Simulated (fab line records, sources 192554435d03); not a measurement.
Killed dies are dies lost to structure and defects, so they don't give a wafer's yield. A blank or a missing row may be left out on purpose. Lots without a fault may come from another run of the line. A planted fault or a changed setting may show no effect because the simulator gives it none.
Split-lot experiment | flow n5_finfet | 7 lots, 39 wafers read, on a route of 1938 steps

THE SPLIT
At N5_SD_EPI_N_EPI_21 (deposits Si:P, time 690 s), the setting epi_growth_time_s was moved away from the recipe's 690 s on 9 of the 39 wafers read, by -53.5% to +21.9%. The other wafers ran this setting at the recipe's value.

FROM THE SPLIT TO THE READING: what the file shows between them, 6 steps
- N5_SD_EPI_N_EPI_MEAS_23
- N5_SD_EPI_N_PRECLEAN_24: cleans in O3/DIW, time 60 s
- N5_SD_EPI_N_SRD_25: time 30 s
- N5_SD_EPI_N_PRECLEAN_49: cleans in NF3:NH3, afs cycles 1, time 20 s, sublimation time 60 s
- N5_SD_ACTIVATION_RTA_00: time 0 s
- N5_SD_ACTIVATION_LSA_01: time 0.0008 s

THE READING
RS_SD_N, in ohm/sq, at N5_SD_ACTIVATION_RS_MEAS_03 (measures by four-point-probe). Fault-free wafers of this fab line usually give 21.93 ohm/sq, standard deviation 0.28 ohm/sq.

wafer  | tool, chamber at the split | epi_growth_time_s as run, s | against the recipe | RS_SD_N, ohm/sq | against lot-mates on the recipe
L075.1 | epi_rpcvd-01, 0            | 320.7                       | -53.5%             | 43.53           | +21.90
L075.2 | epi_rpcvd-01, 0            | 320.7                       | -53.5%             | 43.22           | +21.59
L075.3 | epi_rpcvd-01, 0            | 690                         | recipe             | 21.71           | -
L075.4 | epi_rpcvd-01, 0            | 320.7                       | -53.5%             | 43.22           | +21.59
L075.5 | epi_rpcvd-01, 0            | 690                         | recipe             | 21.45           | -
L075.6 | epi_rpcvd-01, 0            | 690                         | recipe             | 21.73           | -
L076.1 | epi_rpcvd-04, 0            | 690                         | recipe             | 21.68           | -
L076.2 | epi_rpcvd-04, 0            | 690                         | recipe             | 21.80           | -
L076.3 | epi_rpcvd-04, 0            | 690                         | recipe             | 21.95           | -
L076.4 | epi_rpcvd-04, 0            | 690                         | recipe             | 21.77           | -
L076.5 | epi_rpcvd-04, 0            | 690                         | recipe             | 21.88           | -
L076.6 | epi_rpcvd-04, 0            | 690                         | recipe             | 21.83           | -
L078.1 | epi_rpcvd-04, 0            | 690                         | recipe             | 21.69           | -
L078.2 | epi_rpcvd-04, 0            | 690                         | recipe             | 22.28           | -
L078.3 | epi_rpcvd-04, 0            | 690                         | recipe             | 21.81           | -
L078.4 | epi_rpcvd-04, 0            | 690                         | recipe             | 21.88           | -
L078.5 | epi_rpcvd-04, 0            | 690                         | recipe             | 21.88           | -
L078.6 | epi_rpcvd-04, 0            | 690                         | recipe             | 21.99           | -
L087.3 | epi_rpcvd-02, 0            | 690                         | recipe             | 21.82           | -
L087.4 | epi_rpcvd-02, 0            | 690                         | recipe             | 22.06           | -
L087.6 | epi_rpcvd-02, 0            | 690                         | recipe             | 21.95           | -
L088.1 | epi_rpcvd-02, 0            | 690                         | recipe             | 21.87           | -
L088.2 | epi_rpcvd-02, 0            | 690                         | recipe             | 21.87           | -
L088.3 | epi_rpcvd-02, 0            | 690                         | recipe             | 22.13           | -
L088.4 | epi_rpcvd-02, 0            | 690                         | recipe             | 21.84           | -
L088.5 | epi_rpcvd-02, 0            | 690                         | recipe             | 21.76           | -
L088.6 | epi_rpcvd-02, 0            | 690                         | recipe             | 22.24           | -
L090.1 | epi_rpcvd-02, 0            | 394.4                       | -42.8%             | 35.57           | +13.34
L090.2 | epi_rpcvd-02, 0            | 394.4                       | -42.8%             | 36.28           | +14.05
L090.3 | epi_rpcvd-02, 0            | 690                         | recipe             | 22.31           | -
L090.4 | epi_rpcvd-02, 0            | 394.4                       | -42.8%             | 35.92           | +13.69
L090.5 | epi_rpcvd-02, 0            | 690                         | recipe             | 22.07           | -
L090.6 | epi_rpcvd-02, 0            | 690                         | recipe             | 22.32           | -
L093.1 | epi_rpcvd-04, 0            | 690                         | recipe             | 21.88           | -
L093.2 | epi_rpcvd-04, 0            | 841.1                       | +21.9%             | 19.13           | -2.54
L093.3 | epi_rpcvd-04, 0            | 690                         | recipe             | 21.72           | -
L093.4 | epi_rpcvd-04, 0            | 841.1                       | +21.9%             | 18.82           | -2.85
L093.5 | epi_rpcvd-04, 0            | 841.1                       | +21.9%             | 18.88           | -2.79
L093.6 | epi_rpcvd-04, 0            | 690                         | recipe             | 21.42           | -

THE FIT
A straight line over all 39 wafers: RS_SD_N changes by -0.342 ohm/sq for each +1% of epi_growth_time_s; r = -0.98; the points scatter about the line by 1.5 ohm/sq.
The same after taking each lot's own level away (the mean of its wafers on the recipe; 39 wafers): -0.341 ohm/sq for each +1%; r = -0.97; scatter 1.6 ohm/sq.
On that fit, the largest move of epi_growth_time_s shifts the reading by 18 ohm/sq.
The lots' own levels span 21.630 to 22.233 ohm/sq, that is 2.2 times the standard deviation above.
So the lot-to-lot level changes the slope little: the two slopes agree.
Check: with one of the wafers moved furthest among these (-53.5%) left out of the fit, the line predicts +18.1 ohm/sq for it against its lot-mates. It came out at +21.9 ohm/sq against them.

OTHER SPLITS ON THESE WAFERS
These wafers also went through other splits before the reading. Each is held against what the fit with the lots' levels taken away leaves over:
other split on the same wafers        | wafers away from the commonest value | r with RS_SD_N (lot level and that fit taken away)
N5_FIN_CUT_CUT_ETCH_15 target_depth_a | 12                                   | +0.09

THE WHOLE CHAIN: every reading that the file lists as answering this split, in the file's order
step                        | what it does                 | reading                                                                         | change (the file's fit)               | r (the file's)
N5_SD_EPI_N_EPI_21          | deposits Si:P, time 690 s    | Si-P_of_SD_EPI_N_EPI_21.thk_nm (the simulator's own value, which no gauge read) | +0.529 nm for each +1% of the setting | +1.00
N5_SD_EPI_N_EPI_MEAS_23     |                              | thk_nm                                                                          | withheld for each +1% of the setting  | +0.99
N5_SD_EPI_N_PRECLEAN_24     | cleans in O3/DIW, time 60 s  | Si-P_of_SD_EPI_N_EPI_21.thk_nm (the simulator's own value, which no gauge read) | +0.524 nm for each +1% of the setting | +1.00
N5_SD_ACTIVATION_RS_MEAS_03 | measures by four-point-probe | RS_SD_N                                                                         | -0.349 for each +1% of the setting    | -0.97

THE FILE'S OWN FIT
RS_SD_N changes by -0.349 ohm/sq for each +1% of epi_growth_time_s, r = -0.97.
